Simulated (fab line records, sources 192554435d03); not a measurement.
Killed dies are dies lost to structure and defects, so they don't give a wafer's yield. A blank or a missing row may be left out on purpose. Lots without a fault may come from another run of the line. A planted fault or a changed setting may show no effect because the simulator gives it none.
Which tool did it? | flow n5_finfet | 24 lots, 72 wafers sampled, at 4 steps of a route of 1938

WHAT THE GAUGES READ, wafer by wafer
N5_MOL_CONTACT_COAG_CD_MEAS_08: target cd 28 nm. Usual: cd_nm 27.94 nm, standard deviation 0.22.
lot  | measured     | on        | cd_nm (nm)        | flag
L074 | day 4 18:41  | cd_sem-02 | 27.89 27.81 28.28 |
L075 | day 5 01:42  | cd_sem-02 | 28.00 28.26 28.37 |
L076 | day 5 06:05  | cd_sem-02 | 27.88 27.78 28.11 |
L077 | day 5 14:07  | cd_sem-03 | 28.04 27.82 28.42 |
L078 | day 5 19:28  | cd_sem-02 | 27.92 27.53 27.72 |
L079 | day 6 01:47  | cd_sem-03 | 27.72 27.83 27.67 |
L080 | day 6 05:35  | cd_sem-02 | 27.92 27.87 27.98 |
L081 | day 6 15:01  | cd_sem-02 | 27.95 28.04 28.30 |
L082 | day 6 18:16  | cd_sem-01 | 27.97 28.08 27.83 |
L083 | day 6 22:40  | cd_sem-01 | 27.90 27.89 27.53 |
L084 | day 7 06:19  | cd_sem-01 | 28.16 28.29 27.74 |
L085 | day 7 10:55  | cd_sem-02 | 27.78 27.81 27.81 |
L086 | day 7 22:28  | cd_sem-01 | 28.24 28.10 27.96 |
L087 | day 8 00:51  | cd_sem-03 | 28.30 27.91 28.19 |
L088 | day 8 06:10  | cd_sem-01 | 28.00 28.09 27.61 |
L089 | day 8 15:27  | cd_sem-03 | 27.81 28.00 27.90 |
L090 | day 8 17:26  | cd_sem-02 | 28.16 28.09 28.10 |
L091 | day 9 01:43  | cd_sem-01 | 27.69 27.85 27.84 |
L092 | day 9 03:11  | cd_sem-02 | 27.70 27.84 27.93 |
L093 | day 9 09:31  | cd_sem-01 | 28.14 27.79 27.96 |
L094 | day 9 17:11  | cd_sem-02 | 28.30 27.95 27.95 |
L095 | day 9 21:25  | cd_sem-03 | 28.32 27.79 27.87 |
L096 | day 10 05:52 | cd_sem-01 | 27.81 28.13 28.00 |
L097 | day 10 08:25 | cd_sem-01 | 27.90 27.85 28.08 |

N5_MOL_CONTACT_COAG_OVL_MEAS_09. Usual: CA_OVL -0.4 nm, standard deviation 0.64.
lot  | measured     | on         | CA_OVL (nm)    | flag
L074 | day 4 18:43  | overlay-02 | -0.4 0.1 -0.2  |
L075 | day 5 01:44  | overlay-01 | -0.2 -0.8 -0.5 |
L076 | day 5 06:07  | overlay-02 | -0.6 -0.1 -1.0 |
L077 | day 5 14:09  | overlay-02 | 0.6 -0.3 -1.2  |
L078 | day 5 19:29  | overlay-02 | -0.6 -0.5 -1.1 |
L079 | day 6 01:49  | overlay-01 | -1.3 -0.2 -1.9 |
L080 | day 6 05:37  | overlay-02 | -0.4 -0.2 -1.4 |
L081 | day 6 15:02  | overlay-01 | 0.3 0.4 0.0    |
L082 | day 6 18:19  | overlay-02 | -0.2 -0.5 -1.5 |
L083 | day 6 22:42  | overlay-02 | 0.1 -0.2 -0.1  |
L084 | day 7 06:22  | overlay-01 | -0.3 1.2 -0.2  |
L085 | day 7 10:56  | overlay-01 | -0.2 -0.8 -0.6 |
L086 | day 7 22:30  | overlay-01 | -0.4 -0.5 0.3  |
L087 | day 8 00:53  | overlay-01 | -0.5 -0.8 -1.2 |
L088 | day 8 06:12  | overlay-02 | -1.4 -0.6 -1.2 |
L089 | day 8 15:29  | overlay-02 | -0.3 -1.4 -1.8 |
L090 | day 8 17:29  | overlay-02 | -0.3 0.1 0.1   |
L091 | day 9 01:44  | overlay-01 | 0.4 -0.5 -0.8  |
L092 | day 9 03:14  | overlay-02 | -0.1 -0.5 0.7  |
L093 | day 9 09:33  | overlay-01 | -0.1 -0.7 -0.6 |
L094 | day 9 17:13  | overlay-01 | 0.1 0.0 -0.7   |
L095 | day 9 21:27  | overlay-01 | 0.6 0.1 -0.9   |
L096 | day 10 05:55 | overlay-01 | -1.2 -1.0 -1.8 |
L097 | day 10 08:26 | overlay-01 | 0.3 -0.8 0.3   |

N5_MOL_CONTACT_COAG_CD_MEAS_99: target cd 17.2 nm. Usual: cd_nm 17.2 nm, standard deviation 0.38.
lot  | measured     | on        | cd_nm (nm)     | flag
L074 | day 4 19:14  | cd_sem-01 | 16.7 17.1 16.9 |
L075 | day 5 02:15  | cd_sem-01 | 18.0 17.2 17.4 |
L076 | day 5 06:37  | cd_sem-01 | 17.8 17.3 17.1 |
L077 | day 5 14:38  | cd_sem-01 | 17.4 17.1 17.4 |
L078 | day 5 19:59  | cd_sem-03 | 16.8 17.2 16.9 |
L079 | day 6 02:28  | cd_sem-03 | 17.3 16.6 17.4 |
L080 | day 6 06:27  | cd_sem-01 | 17.4 17.3 17.5 |
L081 | day 6 15:40  | cd_sem-03 | 17.6 17.1 17.3 |
L082 | day 6 18:49  | cd_sem-01 | 17.0 16.9 17.3 |
L083 | day 6 23:17  | cd_sem-01 | 16.7 17.1 16.8 |
L084 | day 7 06:50  | cd_sem-01 | 16.8 17.0 16.2 |
L085 | day 7 11:26  | cd_sem-02 | 16.9 16.8 16.8 |
L086 | day 7 23:11  | cd_sem-01 | 17.1 17.6 17.7 |
L087 | day 8 01:38  | cd_sem-03 | 17.4 17.8 17.9 |
L088 | day 8 06:47  | cd_sem-03 | 17.5 16.5 17.6 |
L089 | day 8 15:59  | cd_sem-01 | 17.1 17.9 16.8 |
L090 | day 8 18:09  | cd_sem-01 | 17.3 16.9 17.6 |
L091 | day 9 02:23  | cd_sem-01 | 16.3 17.1 16.9 |
L092 | day 9 03:49  | cd_sem-01 | 16.9 16.5 16.8 |
L093 | day 9 10:02  | cd_sem-02 | 17.0 17.8 17.0 |
L094 | day 9 17:43  | cd_sem-02 | 18.2 17.5 17.8 |
L095 | day 9 21:56  | cd_sem-01 | 17.4 16.5 16.7 |
L096 | day 10 06:24 | cd_sem-01 | 16.6 16.8 17.2 |
L097 | day 10 08:56 | cd_sem-02 | 17.1 17.1 17.6 |

WHICH TOOL RAN EACH LOT (tool, then ch and the chambers of the sampled wafers, then the start)
lot  | N5_MOL_CONTACT_COAG_ETCH_15
L074 | rie_diel-01 ch 1,2,3, day 4 19:03
L075 | rie_diel-01 ch 0,1,2, day 5 02:04
L076 | rie_diel-03 ch 0,1,3, day 5 06:25
L077 | rie_diel-01 ch 0,1,2, day 5 14:27
L078 | rie_diel-06 ch 1,3, day 5 19:48
L079 | rie_diel-06 ch 1,2,3, day 6 02:17
L080 | rie_diel-06 ch 0,2,3, day 6 06:16
L081 | rie_diel-03 ch 1,2, day 6 15:29
L082 | rie_diel-06 ch 2,3, day 6 18:38
L083 | rie_diel-06 ch 0,3, day 6 23:06
L084 | rie_diel-01 ch 1,2, day 7 06:40
L085 | rie_diel-06 ch 0,2,3, day 7 11:15
L086 | rie_diel-06 ch 1,2, day 7 23:01
L087 | rie_diel-06 ch 0,1,3, day 8 01:27
L088 | rie_diel-03 ch 0,1,2, day 8 06:36
L089 | rie_diel-06 ch 0,1,3, day 8 15:48
L090 | rie_diel-06 ch 0,1, day 8 17:58
L091 | rie_diel-01 ch 0,1,3, day 9 02:13
L092 | rie_diel-01 ch 0,1,3, day 9 03:38
L093 | rie_diel-06 ch 1,3, day 9 09:51
L094 | rie_diel-06 ch 1,2,3, day 9 17:32
L095 | rie_diel-01 ch 1,3, day 9 21:46
L096 | rie_diel-01 ch 1,3, day 10 06:13
L097 | rie_diel-06 ch 0,3, day 10 08:46
- N5_MOL_CONTACT_COAG_ETCH_15: etches SiNx in CH3F/O2, stops on Si:P, target depth 7 nm.

WHAT THE TOOLS THEMSELVES READ (means of the sampled wafers that have a number; where no wafer has one, the mark that the record gives instead)
N5_MOL_CONTACT_COAG_ETCH_15. Usual: CH3F_flow_sccm 30.01 sccm, standard deviation 0.091; O2_flow_sccm 19.99 sccm, standard deviation 0.062; drypump_motor_current_A 5.8 A, standard deviation 0.48; mfc_ar_sccm 150.0 sccm, standard deviation 0.41; oes_product_au 0.59 a.u., standard deviation 0.065; rf_fwd_power_W 391.8 W, standard deviation 1.5; rf_vpp_V 296 V, standard deviation 4.6; showerhead_plenum_p_Torr 2.04 Torr, standard deviation 0.059; throttle_valve_pct 16.38 %, standard deviation 0.25.
lot  | tool        | CH3F_flow_sccm (sccm) | O2_flow_sccm (sccm) | drypump_motor_current_A (A) | mfc_ar_sccm (sccm) | oes_product_au (a.u.) | rf_fwd_power_W (W) | rf_vpp_V (V) | showerhead_plenum_p_Torr (Torr) | throttle_valve_pct (%) | flag
L074 | rie_diel-01 | 30.03                 | 20.04               | 5.7                         | 150.2              | 0.57                  | 392.0              | 294          | 2.00                            | 16.31                  |
L075 | rie_diel-01 | 30.01                 | 19.93               | 6.1                         | 149.8              | 0.57                  | 391.7              | 293          | 2.03                            | 16.37                  |
L076 | rie_diel-03 | 30.02                 | 19.98               | 5.9                         | 150.1              | 0.57                  | 391.5              | 295          | 2.00                            | 16.45                  |
L077 | rie_diel-01 | 29.87                 | 19.98               | 6.1                         | 150.4              | 0.56                  | 392.1              | 294          | 2.03                            | 16.37                  |
L078 | rie_diel-06 | 30.05                 | 19.95               | 5.8                         | 150.3              | 0.61                  | 392.3              | 295          | 2.04                            | 16.45                  |
L079 | rie_diel-06 | 30.05                 | 19.96               | 5.8                         | 149.7              | 0.58                  | 391.4              | 297          | 2.07                            | 16.44                  |
L080 | rie_diel-06 | 29.98                 | 19.96               | 5.4                         | 149.6              | 0.55                  | 391.3              | 298          | 2.05                            | 16.54                  |
L081 | rie_diel-03 | 30.02                 | 20.03               | 5.5                         | 149.4              | 0.68                  | 393.0              | 294          | 2.02                            | 16.26                  |
L082 | rie_diel-06 | 30.01                 | 19.94               | 5.6                         | 150.3              | 0.52                  | 391.2              | 297          | 2.03                            | 16.63                  |
L083 | rie_diel-06 | 30.00                 | 20.02               | 5.5                         | 150.5              | 0.57                  | 389.5              | 296          | 2.02                            | 16.56                  |
L084 | rie_diel-01 | 29.96                 | 20.00               | 6.1                         | 149.9              | 0.60                  | 390.7              | 296          | 2.01                            | 16.18                  |
L085 | rie_diel-06 | 30.03                 | 19.99               | 5.5                         | 149.6              | 0.55                  | 391.3              | 298          | 2.05                            | 16.56                  |
L086 | rie_diel-06 | 30.04                 | 19.99               | 5.8                         | 150.1              | 0.60                  | 392.1              | 299          | 2.11                            | 16.29                  |
L087 | rie_diel-06 | 30.02                 | 20.01               | 5.6                         | 150.4              | 0.60                  | 392.0              | 298          | 2.07                            | 16.39                  |
L088 | rie_diel-03 | 30.01                 | 19.94               | 5.7                         | 150.0              | 0.65                  | 392.4              | 296          | 2.02                            | 16.32                  |
L089 | rie_diel-06 | 29.98                 | 19.95               | 5.6                         | 150.0              | 0.59                  | 391.6              | 299          | 2.07                            | 16.41                  |
L090 | rie_diel-06 | 30.04                 | 20.04               | 5.7                         | 150.2              | 0.62                  | 392.7              | 301          | 2.13                            | 16.23                  |
L091 | rie_diel-01 | 29.93                 | 19.94               | 6.2                         | 149.7              | 0.61                  | 392.2              | 296          | 2.02                            | 16.21                  |
L092 | rie_diel-01 | 30.02                 | 20.03               | 6.2                         | 150.0              | 0.61                  | 393.3              | 295          | 2.02                            | 16.22                  |
L093 | rie_diel-06 | 30.06                 | 19.99               | 5.8                         | 150.2              | 0.57                  | 390.9              | 294          | 2.03                            | 16.50                  |
L094 | rie_diel-06 | 29.96                 | 20.01               | 5.7                         | 150.2              | 0.63                  | 392.8              | 296          | 2.05                            | 16.31                  |
L095 | rie_diel-01 | 29.99                 | 20.02               | 5.8                         | 150.1              | 0.54                  | 393.1              | 297          | 1.99                            | 16.38                  |
L096 | rie_diel-01 | 30.09                 | 19.98               | 6.1                         | 150.0              | 0.58                  | 391.9              | 297          | 2.00                            | 16.20                  |
L097 | rie_diel-06 | 30.04                 | 20.01               | 5.5                         | 149.8              | 0.55                  | 391.2              | 296          | 2.01                            | 16.61                  |

THE ANSWER, worked out from the rows above alone
Rule: a lot is off if the mean of its wafers that have a number lies more than 3 standard deviations from the usual mean. A lot without any number at a reading at which 4 lots or more have one is off too. The other lots that the step has rows for count as sound. The gauges are gone through in route order, then the tools' own readings, and for those a lot's mean is taken as printed above. The first step at which some lot is off is used, and at that step the reading that is off furthest; a lot without a number counts as furthest.
No lot is off at any reading shown: from this, nothing can be told.

WHAT THE SIMULATOR HAD PUT IN
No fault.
